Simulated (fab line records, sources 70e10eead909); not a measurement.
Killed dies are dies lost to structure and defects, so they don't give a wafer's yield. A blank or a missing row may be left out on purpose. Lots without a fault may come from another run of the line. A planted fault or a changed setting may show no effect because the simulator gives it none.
fab line records | flow nand_harc
record lots=6 wafers=18 last_day=34
route steps=1302 shown THIN_TSV@1250
lots that met no fault: from a run of the same line without faults
start_h: hours from the record's first day to the start of the lot's first wafer shown | wait_h: hours since the lot's step before | " the same as in the row above | L1.1+2: a row that stands for several wafers | - no value, or no start given | * or withheld: withheld | < > ~ a bound
route shown NAME@n: a module of which the file shows steps, and the number in the route of the first | usual: mean/standard deviation of fault-free wafers | same: alike in all rows | chamber/n: place in a boat | sites: the reading at each site | _std_site: their standard deviation | _edge_site: outer sites' mean less inner sites' | radius_mm: how far each site lies from the wafer's centre | mask NAME#n: copy n | behind: the tool/chamber that last shaped the wafer | hold: why the lot was held/for how many hours/how that ended | device: the transistor (n, p or np) that didn't switch | end of line: the same wafers' tests at the end of the route | a step without rows: its recipe alone | killed: dies lost to structure and defects at the first sort, not the wafer's yield | map: a wafer's dies, x killed, . not, _ none there
set.NAME: the setting as run; set.NAME@STEP: as run at that earlier step | model.NAME: the simulator's own value behind a step, which no gauge read
lots at some steps of the route; a table a step, a row a wafer
services: from which hour (start_h, from the record's first day; less than 0 if before it) a tool's chamber was out of use, for how many hours, and why
## steps
# step NHARC_THIN_TSV_DEP_43
# recipe target_thk_a=13285 temp_c=withheld pressure_torr=6.5 rf_w=900 teos_flow_sccm=161.4 flow_sccm=2650 target_thk_nm=1328.5 gas=O2 material=SiO2
# usual throttle_valve_pct=16.0/0.53
# columns lot.wafer tool chamber start_h wait_h since_wet_clean_h throttle_valve_pct
L907.1 pecvd-03 2 658.38 - 98 15.9
L907.3 " 0 " " 98 16.3
L907.4 " 0 " " - 16.1
L908.1 pecvd-02 0 664.54 - 62 15.6
L908.2 " 1 " " 63 16.3
L908.6 " 1 " " - 16.1
L910.1 pecvd-04 0 681.70 - 38 15.7
L910.4 " 1 " " - 16.8
L910.6 " 2 " " - 15.8
L909.3 pecvd-04 1 682.99 - 39 16.5
L909.4 " 0 " " - 15.7
L909.6 " 1 " " - 16.4
L916.3 pecvd-03 0 745.73 - 4 15.7
L916.2 " 1 " " 4 16.8
L916.6 " 2 " " - 15.3
L919.2 pecvd-03 0 784.77 - 43 16.1
L919.4 " 1 " " - 16.5
L919.6 " 0 " " - 16.1
# step NHARC_THIN_TSV_DEHYDRATE_04
# recipe temp_c=150 time_s=120
# step NHARC_THIN_TSV_HMDS_05
# recipe time_s=30
# step NHARC_THIN_TSV_COAT_06
# recipe spin_rpm=*
# step NHARC_THIN_TSV_SOFTBAKE_07
# recipe temp_c=122 time_s=95
# step NHARC_THIN_TSV_EBR_08
# step NHARC_THIN_TSV_EXPOSE_09
# recipe na=0.55 dose_mj=30.7 mask_id=TSV
# step NHARC_THIN_TSV_PEB_10
# recipe peb_temp_c=118 peb_time_s=85
# step NHARC_THIN_TSV_DEVELOP_11
# recipe time_s=70
# step NHARC_THIN_TSV_CD_MEAS_12
# recipe target_cd_nm=1000 landing_energy_ev=500
# usual cd_nm=998.4/2.6
# columns lot.wafer tool chamber start_h wait_h cd_nm
L907.1 cd_sem-02 0 659.16 - 1000.8
L907.3 " 0 " " 1002.6
L907.4 " 0 " " 998.6
L908.1 cd_sem-03 0 665.20 - 995.6
L908.2 " 0 " " 999.3
L908.6 " 0 " " 996.4
L910.1 cd_sem-01 0 682.53 - 1001.5
L910.4 " 0 " " 998.9
L910.6 " 0 " " 1001.1
L909.3 cd_sem-03 0 683.78 - 995.2
L909.4 " 0 " " 998.7
L909.6 " 0 " " 999.9
L916.2 cd_sem-03 0 746.57 - 1001.3
L916.3 " 0 " " 1000.6
L916.6 " 0 " " 1000.5
L919.2 cd_sem-01 0 785.52 - 1000.1
L919.4 " 0 " " 997.2
L919.6 " 0 " " 995.4
# step NHARC_THIN_TSV_HARDBAKE_13
# recipe temp_c=125 time_s=80
# step NHARC_THIN_TSV_DESCUM_14
# recipe time_s=3 o2_flow_sccm=200 ar_flow_sccm=0 bias_power_w=0 chemistry=O2
# usual drypump_motor_current_A=5.5/0.5 oes_product_au=0.995/0.013 rf_vpp_V=57.8/0.86 showerhead_plenum_p_Torr=1.90/0.088 throttle_valve_pct=11.311/0.009
# same bias_power_w=0
# columns lot.wafer tool chamber start_h wait_h drypump_motor_current_A oes_product_au rf_hours_counter_h rf_vpp_V showerhead_plenum_p_Torr throttle_valve_pct
L907.3 rie_diel-13 0 659.33 - 5.1 0.995 6.6 57.3 1.78 11.325
L907.1 " 1 " " 4.8 0.971 6.6 58.4 1.98 11.305
L907.4 " 3 " " 5.8 0.972 - 57.3 1.94 11.291
L908.2 rie_diel-13 1 665.36 - 4.8 0.991 7.4 57.5 1.98 11.305
L908.1 " 3 " " 5.8 0.993 7.2 57.4 1.94 11.300
L908.6 " 3 " " 5.8 0.983 - 57.1 1.94 11.300
L910.1 rie_diel-13 0 682.70 - 5.1 0.983 8.6 57.2 1.78 11.300
L910.4 " 1 " " 4.9 0.986 8.7 56.5 1.98 11.322
L910.6 " 0 " " 5.1 0.995 - 58.8 1.78 11.315
L909.4 rie_diel-02 0 683.95 - 5.3 1.009 5.4 58.0 2.00 11.316
L909.3 " 1 " " 6.6 0.992 5.5 56.9 1.77 11.308
L909.6 " 3 " " 5.9 0.999 - 58.0 2.00 11.328
L916.2 rie_diel-02 1 746.74 - 6.7 1.003 10.0 58.8 1.77 11.302
L916.3 " 2 " " 6.5 0.992 9.3 58.5 1.89 11.302
L916.6 " 0 " " 5.3 1.011 - 58.0 2.00 11.319
L919.4 rie_diel-13 0 785.69 - 5.1 0.995 4.2 57.5 1.78 11.310
L919.2 " 1 " " 4.8 0.993 4.2 58.8 1.98 11.318
L919.6 " 3 " " 5.8 0.996 - 58.3 1.94 11.325
# step NHARC_THIN_TSV_ETCH_44
# recipe target_depth_a=15942 time_s=797.1 cf4_flow_sccm=150 o2_flow_sccm=10 ar_flow_sccm=0 rf_w=300 bias_w=800 chemistry=CF4/O2
# usual bias_w=799.9/2.3 cf4_flow_sccm=150.0/0.43 drypump_motor_current_A=5.5/0.53 oes_product_au=0.995/0.013 rf_vpp_V=793/5 showerhead_plenum_p_Torr=1.82/0.078 throttle_valve_pct=16.915/0.0093
# columns lot.wafer tool chamber start_h wait_h bias_w cf4_flow_sccm drypump_motor_current_A oes_product_au rf_hours_counter_h rf_vpp_V showerhead_plenum_p_Torr throttle_valve_pct
L907.1 rie_diel-13 1 659.50 0.1 794.7 149.4 4.8 0.979 6.7 798 1.89 16.922
L907.3 " 3 " " 804.2 149.8 5.8 0.979 6.5 795 1.85 16.909
L907.4 " 0 " " 803.7 149.9 5.1 0.988 - 785 1.72 16.926
L908.1 rie_diel-13 0 665.46 0.1 795.2 149.6 5.1 0.993 7.5 787 1.72 16.919
L908.2 " 3 " " 797.7 149.6 5.8 0.983 7.3 796 1.85 16.928
L908.6 " 1 " " 798.9 149.6 4.8 0.980 - 799 1.89 16.921
L910.4 rie_diel-13 3 682.83 0.1 - - - - - - - -
L910.1 " 1 " " - - - - - - - -
L910.6 " 2 " " - - - - - - - -
L909.3 rie_diel-02 2 684.08 0.1 - - - - - - - -
L909.4 " 0 " " - - - - - - - -
L909.6 " 1 " " - - - - - - - -
L916.2 rie_diel-02 3 746.87 0.1 799.0 150.5 5.9 1.000 8.3 798 1.91 16.919
L916.3 " 1 " " 802.3 149.7 6.6 1.008 10.1 786 1.71 16.900
L916.6 " 3 " " 801.5 150.1 5.9 0.998 - 799 1.91 16.906
L919.2 rie_diel-13 3 785.76 0.1 798.6 150.4 5.8 1.000 4.8 795 1.85 16.922
L919.4 " 2 " " 802.3 150.5 5.1 0.983 5.0 800 1.93 16.917
L919.6 " 0 " " 800.8 149.9 5.1 0.999 - 787 1.72 16.919
# step NHARC_THIN_TSV_ETCH_15
# recipe target_depth_a=30000 bosch_target_overetch_cycles=2 bosch_etch_step_s=2.8 bosch_dep_step_s=1.2 bosch_cycles=14
# usual drypump_motor_current_A=5.7/0.47
# same bosch_cycles=14 bosch_dep_step_s=1.2 bosch_etch_step_s=2.8
# columns lot.wafer tool chamber start_h wait_h drypump_motor_current_A rf_hours_counter_h
L907.4 rie_si-01 3 660.11 - 5.0 0.9
L907.3 " 0 " " 6.3 0.9
L907.1 " 1 " " 5.9 0.5
L908.1 rie_si-02 0 666.15 - 5.2 0.2
L908.2 " 3 " " 6.2 0.1
L908.6 " 1 " " 6.2 -
L910.1 rie_si-01 0 683.34 0.3 6.3 1.0
L910.4 " 3 " " 5.0 1.0
L910.6 " 0 " " 6.3 -
L909.3 rie_si-04 1 684.59 0.5 5.5 0.9
L909.4 " 0 " " 6.4 0.9
L909.6 " 1 " " 5.5 -
L916.3 rie_si-02 1 747.41 - 6.1 0.6
L916.2 " 2 " " 5.5 0.5
L916.6 " 3 " " 6.1 -
L919.2 rie_si-02 3 786.33 - 6.2 0.7
L919.4 " 1 " " 6.1 0.8
L919.6 " 0 " " 5.2 -
## services
# columns tool chamber start_h hours kind
pecvd-03 1 638.90 6.7 repair
rie_diel-13 2 640.68 29.4 repair
pecvd-04 - 644.23 1.3 repair
rie_diel-13 0 650.50 - clean
rie_diel-13 1 650.50 - clean
rie_diel-13 3 650.50 - clean
rie_si-04 3 661.35 7.7 repair
pecvd-03 1 668.18 3.3 repair
rie_diel-13 0 675.00 - clean
rie_diel-13 1 675.00 - clean
rie_diel-13 2 675.00 - clean
rie_diel-13 - 696.00 9.0 pm
rie_si-04 - 696.00 9.0 pm
rie_si-02 3 696.14 5.2 repair
rie_diel-13 0 712.19 4.0 repair
rie_diel-02 0 713.25 7.4 repair
rie_si-02 3 713.59 4.3 repair
rie_si-01 - 724.00 9.0 pm
pecvd-03 - 728.57 13.0 pm
rie_diel-02 - 747.70 9.0 pm
rie_diel-13 1 752.20 7.6 repair
pecvd-02 - 770.24 13.0 pm
rie_si-04 1 775.31 20.9 repair
rie_si-04 - 784.67 0.1 repair
## key
first_sign step=NHARC_THIN_TSV_ETCH_44 reading=tool_record direction=missing
effect none on later readings
met_at NHARC_THIN_TSV_ETCH_44
struck_wafers L909.3,L909.4,L909.6,L910.1,L910.4,L910.6
later_rows_left_out L909.3,L909.4,L909.6,L910.1,L910.4,L910.6
sort_left_out L909.3,L909.4,L909.6,L910.1,L910.4,L910.6
tester_left_out L909
onset_between 665.46 682.83
earlier_fault kind=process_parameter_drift tool=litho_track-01 chamber=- onset_h=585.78 steps=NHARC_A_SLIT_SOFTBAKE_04 channel=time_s offset=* shape=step acts_in=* stated=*
earlier_fault kind=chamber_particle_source tool=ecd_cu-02 chamber=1 onset_h=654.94 steps=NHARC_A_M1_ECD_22 rate_per_visit_cm2=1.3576
fault kind=skipped_step_whole tool=rie_diel-02,rie_diel-13 chamber=- onset_h=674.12 steps=NHARC_THIN_TSV_ETCH_44 scope=struck_lots_only
# tester_left_out: of these lots the tester's yield and bins aren't shown, on N5 and GAA mostly nor the transistor test; their killed dies are dies lost to structure and defects alone, not to doping, threshold or leakage, so they don't give the yield
# sort_left_out: the simulated sort isn't trusted on such a fault, so these wafers' sort isn't shown, and their yield isn't known
# later_rows_left_out: the simulator's readings of these wafers behind a module that went badly wrong aren't trusted and aren't shown, but for the sort
